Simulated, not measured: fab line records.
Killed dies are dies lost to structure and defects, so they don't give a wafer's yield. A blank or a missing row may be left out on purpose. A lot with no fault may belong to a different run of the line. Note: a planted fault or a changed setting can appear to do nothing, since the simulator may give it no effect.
Which tool did it?    flow n5 finfet    10 lots, 30 wafers sampled, at 5 steps of a route of 1938

## WHAT THE GAUGES SHOWED, per wafer
N5_FIN_SAQP_THK_MEAS_07. Usual: thk nm 59.7 nm, standard deviation 0.71.
lot   measured     on             thk nm (nm)     flag
L718  day 2 09:10  film metro-02  59.1 59.0 59.9  
L719  day 2 16:52  film metro-01  60.4 60.5 59.2  
L720  day 2 22:41  film metro-02  59.3 59.6 60.2  
L725  day 4 04:06  film metro-01  60.1 59.8 60.9  
L726  day 4 09:56  film metro-02  58.7 60.4 60.1  
L727  day 4 15:22  film metro-01  59.0 58.5 59.4  
L728  day 4 22:43  film metro-02  60.8 59.6 59.6  
L730  day 5 10:51  film metro-01  60.1 60.7 60.5  
L737  day 7 03:45  film metro-02  58.6 59.2 59.7  
L738  day 7 09:44  film metro-02  60.4 58.9 59.3  

N5_BEOL_M4_RC_MEAS_101. Usual: CJ_N 4.36, standard deviation 0.086; DIBL_N 36.2 mV/V, standard deviation 1.2; DIBL_P 36.3 mV/V, standard deviation 1.3; IOFF_N 0.155 nA/um, standard deviation 0.019; IOFF_N_LONG 5.54e-05 nA/um, standard deviation 2.4e-06; IOFF_P 0.210 nA/um, standard deviation 0.029; ION_N 677 uA/um, standard deviation 8.6; ION_P 465 uA/um, standard deviation 6.8; RS_PWELL 3012 ohm/sq, standard deviation 22; SS_N 71.4 mV/dec, standard deviation 0.48; SS_P 73.2 mV/dec, standard deviation 0.53; VT_N 249.9 mV, standard deviation 2.4; VT_P -250 mV, standard deviation 3.2.
lot   measured      on         CJ_N            DIBL_N (mV/V)   DIBL_P (mV/V)   IOFF_N (nA/um)     IOFF_N_LONG (nA/um)         IOFF_P (nA/um)     ION_N (uA/um)  ION_P (uA/um)  RS_PWELL (ohm/sq)  SS_N (mV/dec)   SS_P (mV/dec)   VT_N (mV)          VT_P (mV)       flag
L718  day 7 20:34   prober-02  4.37 4.28 4.26  35.9 35.5 35.7  36.3 36.4 36.2  0.161 0.155 0.155  5.91e-05 5.98e-05 5.94e-05  0.233 0.227 0.229  680 690 681    471 476 472    3019 3040 3036     71.5 70.4 70.8  73.6 72.9 73.7  247.7 246.8 246.7  -247 -247 -248  
L719  day 8 20:08   prober-01  4.41 4.43 4.33  34.5 34.6 34.0  35.1 34.9 34.1  0.138 0.140 0.121  5.4e-05 5.48e-05 5.46e-05   0.196 0.194 0.177  682 670 664    470 465 456    3024 2994 3035     70.4 70.7 70.3  73.4 72.7 72.9  250.0 251.1 253.0  -249 -251 -254  
L720  day 9 07:53   prober-02  4.36 4.33 4.42  35.7 37.4 37.0  36.0 38.4 37.4  0.144 0.182 0.166  5.41e-05 5.39e-05 5.48e-05  0.215 0.245 0.222  671 678 666    463 469 464    3025 3032 3010     71.6 70.9 71.0  73.4 74.0 73.7  251.6 246.6 249.5  -249 -247 -248  
L725  day 10 08:52  prober-01  4.38 4.35 4.38  37.3 35.2 35.7  38.1 36.1 36.5  0.192 0.156 0.164  5.72e-05 5.68e-05 5.74e-05  0.255 0.230 0.228  688 674 676    467 461 467    2983 2960 2990     71.8 71.5 71.1  74.0 73.6 72.9  248.3 248.8 248.3  -245 -245 -249  
L726  day 11 05:05  prober-01  5.08 5.01 5.09  34.2 35.9 37.3  33.4 36.1 37.4  0.114 0.150 0.173  6.73e-05 6.61e-05 6.74e-05  0.192 0.227 0.253  667 678 682    470 474 470    2925 2934 2943     70.6 71.4 71.4  72.5 73.4 74.0  253.7 251.3 247.0  -245 -247 -247  OFF
L727  day 11 13:34  prober-01  4.42 4.43 4.43  35.5 37.7 35.9  35.8 37.8 35.3  0.165 0.204 0.152  5.77e-05 5.77e-05 5.79e-05  0.222 0.267 0.218  687 678 678    467 470 469    3004 3029 3018     71.0 71.8 71.9  73.1 73.8 73.3  245.4 246.3 252.4  -249 -248 -250  
L728  day 11 21:41  prober-01  5.19 5.25 5.27  35.6 34.6 37.7  36.1 34.8 38.3  0.133 0.122 0.174  6.31e-05 6.29e-05 6.35e-05  0.197 0.173 0.234  659 662 679    462 461 466    2951 2965 2952     71.6 71.4 72.1  73.6 72.1 73.4  252.2 253.0 249.2  -250 -252 -250  OFF
L730  day 12 09:59  prober-02  5.14 5.16 5.24  35.2 34.7 35.3  37.3 36.4 37.5  0.153 0.143 0.166  6.09e-05 6.14e-05 6.24e-05  0.225 0.215 0.238  671 673 678    462 469 472    2953 2943 2934     71.4 71.8 70.4  74.0 73.4 73.7  251.7 249.5 249.0  -249 -249 -246  OFF
L737  day 13 20:10  prober-02  4.39 4.32 4.42  37.6 37.3 37.2  36.5 37.1 36.3  0.155 0.156 0.147  5.46e-05 5.42e-05 5.54e-05  0.207 0.218 0.203  665 680 671    457 465 467    3054 3022 3062     71.7 71.6 71.3  72.6 72.3 73.1  250.2 250.3 250.7  -250 -249 -249  
L738  day 14 17:31  prober-02  4.32 4.31 4.31  36.7 36.6 37.7  36.1 35.9 38.0  0.170 0.166 0.184  5.84e-05 5.82e-05 5.66e-05  0.206 0.199 0.240  676 676 690    466 461 471    2994 2956 2996     71.5 70.6 72.1  73.0 73.5 73.9  247.0 250.3 245.6  -251 -252 -249  

## TOOL THAT RAN EACH LOT (tool first, then ch and the chambers of the sampled wafers, then the start)
lot   N5_WELL_APT_IMPLANT_32          N5_WELL_APT_EPI_41              N5_PMOS_HMC_CHANNEL_EPI_EPI_26
L718  implanter-02 ch 0, day 2 03:42  epi rpcvd-02 ch 0, day 2 04:29  epi rpcvd-02 ch 0, day 2 08:01
L719  implanter-02 ch 0, day 2 09:52  epi rpcvd-04 ch 0, day 2 11:04  epi rpcvd-01 ch 0, day 2 15:40
L720  implanter-01 ch 0, day 2 15:41  epi rpcvd-02 ch 0, day 2 16:46  epi rpcvd-04 ch 0, day 2 21:15
L725  implanter-01 ch 0, day 3 22:15  epi rpcvd-02 ch 0, day 3 23:21  epi rpcvd-04 ch 0, day 4 02:51
L726  implanter-01 ch 0, day 4 03:29  epi rpcvd-04 ch 0, day 4 04:19  epi rpcvd-04 ch 0, day 4 08:23
L727  implanter-02 ch 0, day 4 09:47  epi rpcvd-02 ch 0, day 4 10:30  epi rpcvd-02 ch 0, day 4 14:04
L728  implanter-01 ch 0, day 4 15:29  epi rpcvd-04 ch 0, day 4 16:40  epi rpcvd-04 ch 0, day 4 21:29
L730  implanter-01 ch 0, day 5 03:40  epi rpcvd-04 ch 0, day 5 04:28  epi rpcvd-02 ch 0, day 5 08:13
L737  implanter-02 ch 0, day 6 21:20  epi rpcvd-02 ch 0, day 6 22:14  epi rpcvd-04 ch 0, day 7 02:17
L738  implanter-02 ch 0, day 7 03:30  epi rpcvd-02 ch 0, day 7 04:47  epi rpcvd-02 ch 0, day 7 08:37
- N5_WELL_APT_IMPLANT_32
- N5_WELL_APT_EPI_41: deposits Si from SiH4/H2, target thk 50 nm, time 297.7 s.
- N5_PMOS_HMC_CHANNEL_EPI_EPI_26: deposits Si from SiH4/H2, target thk 3.8 nm, time 22.7 s.

## WHAT THE TOOLS THEMSELVES READ (means of the sampled wafers that have a number; where no wafer has one, the mark that the record gives instead)
N5_WELL_APT_IMPLANT_32. Usual: dose ions cm2 1.9997e+13, standard deviation 2.2e+10; faraday current uA 254, standard deviation 5.
lot   tool          dose ions cm2  faraday current uA  flag
L718  implanter-02  2.0024e+13     256                 
L719  implanter-02  1.9973e+13     255                 
L720  implanter-01  1.9986e+13     254                 
L725  implanter-01  1.9980e+13     256                 
L726  implanter-01  2.8029e+13     351                 OFF
L727  implanter-02  2.0003e+13     248                 
L728  implanter-01  2.8005e+13     358                 OFF
L730  implanter-01  2.8028e+13     356                 OFF
L737  implanter-02  2.0005e+13     253                 
L738  implanter-02  2.0014e+13     254                 

N5_WELL_APT_EPI_41. Usual: throttle valve pct 11.2 %, standard deviation 0.45.
lot   tool          throttle valve pct (%)  flag
L718  epi rpcvd-02  10.7                    
L719  epi rpcvd-04  11.1                    
L720  epi rpcvd-02  10.8                    
L725  epi rpcvd-02  10.8                    
L726  epi rpcvd-04  11.2                    
L727  epi rpcvd-02  11.0                    
L728  epi rpcvd-04  11.2                    
L730  epi rpcvd-04  11.1                    
L737  epi rpcvd-02  10.8                    
L738  epi rpcvd-02  10.9                    

N5_PMOS_HMC_CHANNEL_EPI_EPI_26. Usual: throttle valve pct 11.07 %, standard deviation 0.25.
lot   tool          throttle valve pct (%)  flag
L718  epi rpcvd-02  10.96                   
L719  epi rpcvd-01  11.40                   
L720  epi rpcvd-04  11.08                   
L725  epi rpcvd-04  11.12                   
L726  epi rpcvd-04  11.22                   
L727  epi rpcvd-02  10.86                   
L728  epi rpcvd-04  10.93                   
L730  epi rpcvd-02  10.89                   
L737  epi rpcvd-04  11.01                   
L738  epi rpcvd-02  10.92                   

## THE ANSWER, worked out from the rows above alone
Rule: a lot is off if the mean of its wafers that have a number lies more than 3 standard deviations from the usual mean. Also off: a lot with no number at a reading for which 4 or more lots have one. All remaining lots with rows at the step are treated as sound. First the gauges in route order, then the tools' own readings, where a lot's mean is used as printed above. The first step at which some lot is off is used, and at that step the reading that is off furthest; a lot without a number counts as furthest.
Off: L726, L728, L730, seen at N5_BEOL_M4_RC_MEAS_101 (CJ_N).
A tool fits if, at a process step before that reading, it ran every lot that is off, and no sound lot after the first of them. The gauges at N5_BEOL_M4_RC_MEAS_101 aren't tried: what is off there is off at N5_WELL_APT_IMPLANT_32 too, on other tools, and a gauge's error can't cause that. 2 tools fit, implanter-01 at N5_WELL_APT_IMPLANT_32 and epi rpcvd-04 at N5_WELL_APT_EPI_41, so this cannot tell which one it is.

## WHAT THE SIMULATOR PUT IN
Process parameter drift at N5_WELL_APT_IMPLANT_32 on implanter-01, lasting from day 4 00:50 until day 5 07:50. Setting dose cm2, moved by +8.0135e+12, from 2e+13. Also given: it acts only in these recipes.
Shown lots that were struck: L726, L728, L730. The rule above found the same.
